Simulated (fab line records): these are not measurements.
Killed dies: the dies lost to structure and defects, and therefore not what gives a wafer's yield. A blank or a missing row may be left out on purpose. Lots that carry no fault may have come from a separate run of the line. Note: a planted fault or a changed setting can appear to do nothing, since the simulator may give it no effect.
fab line records    flow nand-harc
[record] lots = 7  wafers = 21  last-day = 24
route steps=1159 shown P_ZERO_WELL@21
lots untouched by any fault: they come from a run of this same line in which no faults occurred
start-h: start of the lot's first displayed wafer, in hours after the record's first day    wait-h: hours elapsed since this lot's preceding step    " repeats the value in the row above    L1.1+2: a row that stands for several wafers    - no value present, or no start provided    * or withheld: withheld    < > ~ a bound
route shown NAME@n: names a module that has steps shown in the file, with the first one's number in the route    usual: average and standard deviation across the fault-free wafers    same: alike in all rows    chamber/n: place in a boat    sites: per-site readings    _std_site: the values' standard deviation    _edge_site: the outer-site mean with the inner-site mean subtracted    radius-mm: how far each site lies from the wafer's centre    mask NAME#n: copy n    behind: the most recent tool/chamber to have shaped the wafer    hold: what put the lot on hold/how long, in hours/how the hold closed    device: which transistor (n, p or np) failed to switch    end of line: at the end of the route, the tests of the same wafers    a step with no rows: only its recipe    killed: the dies lost at the first sort to structure and to defects; this is not the yield of the wafer    map: shows each die of a wafer: x if killed, . if not, _ if none is there
set.NAME: the setting the step ran with; set.NAME@STEP: the setting that earlier step ran with    model.NAME: the simulator's own value behind a step, which no gauge read
lots at selected steps of the route; one table per step, one row per wafer
services: the hour from which a tool's chamber was out of use, counted from the record's first day as start-h (under 0 if before that day), plus the number of hours and why
[[steps]]
[step NHARC_P_ZERO_WELL_DEHYDRATE_16]
[recipe] temp-c = 150  time-s = 120
[step NHARC_P_ZERO_WELL_HMDS_17]
[recipe] time-s = 30
[step NHARC_P_ZERO_WELL_COAT_18]
[recipe] spin-rpm = withheld
[step NHARC_P_ZERO_WELL_SOFTBAKE_19]
[recipe] temp-c = 122  time-s = 95
[step NHARC_P_ZERO_WELL_EBR_20]
[step NHARC_P_ZERO_WELL_EXPOSE_21]
[recipe] na = 0.6  target-cd-nm = 720  dose-mj = 22.31  mask-id = P_NWELL
[step NHARC_P_ZERO_WELL_PEB_22]
[recipe] peb-temp-c = 118  peb-time-s = 85
[step NHARC_P_ZERO_WELL_DEVELOP_23]
[recipe] time-s = 70
[step NHARC_P_ZERO_WELL_CD_MEAS_24]
[recipe] target-cd-nm = 720  landing-energy-ev = 500
[usual] cd-nm = 720.3/2.1
lot.wafer  tool       chamber  start-h  wait-h  cd-nm
L244.4     cd-sem-03  0        44.64    -       718.4
L244.5     "          0        "        "       720.6
L244.6     "          0        "        "       718.8
L245.1     cd-sem-03  0        50.60    -       719.1
L245.3     "          0        "        "       719.5
L245.4     "          0        "        "       717.2
L256.1     cd-sem-03  0        116.50   -       723.8
L256.3     "          0        "        "       721.3
L256.5     "          0        "        "       724.1
L257.1     cd-sem-01  0        122.37   -       720.3
L257.4     "          0        "        "       718.3
L257.6     "          0        "        "       719.9
L258.3     cd-sem-03  0        128.34   -       720.7
L258.4     "          0        "        "       721.0
L258.5     "          0        "        "       722.2
L260.1     cd-sem-03  0        140.53   -       722.3
L260.4     "          0        "        "       721.1
L260.5     "          0        "        "       721.6
L262.1     cd-sem-03  0        152.34   -       721.1
L262.2     "          0        "        "       718.4
L262.6     "          0        "        "       716.7
[step NHARC_P_ZERO_WELL_HARDBAKE_25]
[recipe] temp-c = 125  time-s = 80
[step NHARC_P_ZERO_WELL_DESCUM_26]
[recipe] time-s = 3  o2-flow-sccm = 200  ar-flow-sccm = 0  bias-power-w = 0  chemistry = O2
[usual] drypump-motor-current-A = 5.8/0.44  oes-product-au = 1.000/0.015  rf-vpp-V = 57.6/0.82  showerhead-plenum-p-Torr = 1.89/0.073  throttle-valve-pct = 11.311/0.0079
lot.wafer  tool         chamber  start-h  wait-h  drypump-motor-current-A  oes-product-au  rf-hours-counter-h  rf-vpp-V  showerhead-plenum-p-Torr  throttle-valve-pct
L244.4     rie-diel-11  1        44.81    -       6.1                      1.004           2.2                 57.1      1.85                      11.312
L244.6     "            3        "        "       5.8                      0.995           -                   57.6      1.98                      11.313
L244.5     "            0        "        "       5.9                      1.019           -                   57.3      1.88                      11.313
L245.1     rie-diel-11  1        50.76    -       6.1                      0.988           2.5                 57.9      1.85                      11.306
L245.4     "            2        "        "       6.2                      0.978           1.8                 58.6      1.92                      11.313
L245.3     "            0        "        "       5.9                      1.024           2.3                 55.2      1.88                      11.308
L256.3     rie-diel-10  3        116.68   -       5.6                      0.983           6.5                 58.0      1.98                      11.308
L256.1     "            0        "        "       6.6                      1.015           6.2                 56.7      1.80                      11.302
L256.5     "            2        "        "       6.3                      1.038           -                   57.4      2.04                      11.302
L257.4     rie-diel-11  1        122.55   -       6.1                      1.007           6.6                 59.2      1.85                      11.321
L257.1     "            2        "        "       6.2                      1.012           7.2                 57.3      1.92                      11.304
L257.6     "            0        "        "       5.9                      1.016           -                   56.5      1.88                      11.309
L258.3     rie-diel-05  0        128.51   -       6.0                      0.995           8.7                 56.5      1.80                      11.308
L258.4     "            2        "        "       4.9                      0.986           8.7                 57.8      1.85                      11.314
L258.5     "            3        "        "       5.6                      0.981           -                   58.6      1.89                      11.317
L260.1     rie-diel-05  0        140.69   -       6.0                      1.005           9.5                 56.9      1.80                      11.303
L260.4     "            3        "        "       5.6                      0.972           9.2                 57.1      1.89                      11.323
L260.5     "            0        "        "       6.0                      1.000           -                   57.2      1.80                      11.304
L262.1     rie-diel-05  3        152.50   -       5.6                      0.981           9.9                 57.4      1.89                      11.310
L262.2     "            1        "        "       5.7                      1.010           10.8                57.2      1.83                      11.308
L262.6     "            3        "        "       5.6                      0.980           -                   57.6      1.89                      11.310
[step NHARC_P_ZERO_WELL_IMPLANT_27]
[recipe] energy-kev = 600  dose-cm2 = 1e+13  tilt-deg = 7
[step NHARC_P_ZERO_WELL_IMPLANT_57]
[recipe] energy-kev = 250  dose-cm2 = 4e+12  tilt-deg = 7
[usual] beam-energy-keV = 249.99/0.082  beam-on-s = 9.98/0.2  faraday-current-uA = 50.8/0.99
lot.wafer  tool          chamber  start-h  wait-h  beam-energy-keV  beam-on-s  faraday-current-uA
L244.4     implanter-01  0        45.20    0.1     249.93           10.04      50.5
L244.5     "             0        "        "       250.05           10.03      50.8
L244.6     "             0        "        "       249.99           9.51       53.3
L245.1     implanter-01  0        51.09    0.2     250.05           9.86       51.0
L245.3     "             0        "        "       250.02           10.14      50.0
L245.4     "             0        "        "       249.99           10.05      50.6
L256.1     implanter-01  -        116.99   0.1     -                -          -
L256.3     "             -        "        "       -                -          -
L256.5     "             -        "        "       -                -          -
L257.1     implanter-01  -        122.85   0.2     -                -          -
L257.4     "             -        "        "       -                -          -
L257.6     "             -        "        "       -                -          -
L258.3     implanter-02  -        128.89   0.2     -                -          -
L258.4     "             -        "        "       -                -          -
L258.5     "             -        "        "       -                -          -
L260.1     implanter-02  0        141.02   0.2     249.82           10.32      49.4
L260.4     "             0        "        "       249.93           10.15      50.1
L260.5     "             0        "        "       249.97           9.71       52.0
L262.1     implanter-02  0        152.84   0.2     250.21           9.80       51.6
L262.2     "             0        "        "       250.09           10.20      49.5
L262.6     "             0        "        "       249.99           9.45       53.1
[step NHARC_P_ZERO_WELL_IMPLANT_58]
[recipe] energy-kev = 100  dose-cm2 = 2e+12  tilt-deg = 7
[[services]]
tool          chamber  start-h  hours  kind
rie-diel-11   0        21.50    -      clean
rie-diel-11   1        21.50    -      clean
rie-diel-11   2        21.50    -      clean
rie-diel-11   3        21.50    -      clean
implanter-01  -        21.89    1.2    repair
rie-diel-10   2        34.32    4.2    repair
rie-diel-05   0        44.60    -      clean
rie-diel-05   1        44.60    -      clean
rie-diel-05   2        44.60    -      clean
rie-diel-05   3        44.60    -      clean
rie-diel-11   0        46.00    -      clean
rie-diel-11   1        46.00    -      clean
rie-diel-11   2        46.00    -      clean
rie-diel-11   3        46.00    -      clean
rie-diel-11   1        59.22    7.6    repair
rie-diel-05   0        69.10    -      clean
rie-diel-05   1        69.10    -      clean
rie-diel-05   2        69.10    -      clean
rie-diel-05   3        69.10    -      clean
rie-diel-11   0        70.50    -      clean
rie-diel-11   1        70.50    -      clean
rie-diel-11   -        76.75    0.3    repair
implanter-02  -        85.00    13.0   pm
implanter-01  -        133.00   5.6    repair
[[key]]
[first-sign] step = NHARC_P_ZERO_WELL_IMPLANT_57  reading = tool-record  direction = missing
effect none on later readings
met-at NHARC_P_ZERO_WELL_IMPLANT_57
struck-wafers L256.1,L256.3,L256.5,L257.1,L257.4,L257.6,L258.3,L258.4,L258.5
later-rows-left-out L256.1,L256.3,L256.5,L257.1,L257.4,L257.6,L258.3,L258.4,L258.5
sort-left-out L256.1,L256.3,L256.5,L257.1,L257.4,L257.6,L258.3,L258.4,L258.5
tester-left-out L256,L257,L258
onset-between 51.09 116.99
[fault] kind = skipped-step-whole  tool = implanter-01,implanter-02  chamber = -  onset-h = 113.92  steps = NHARC_P_ZERO_WELL_IMPLANT_57  scope = struck-lots-only
// tester-left-out: of these lots the tester's yield and bins aren't shown, on N5 and GAA mostly nor the transistor test; their killed dies are dies lost to structure and defects alone, not to doping, threshold or leakage, so they don't give the yield
// sort-left-out: the simulated sort isn't trusted on such a fault, so these wafers' sort isn't shown, and their yield isn't known
// later-rows-left-out: the simulator's readings of these wafers behind a module that went badly wrong aren't trusted and aren't shown, but for the sort
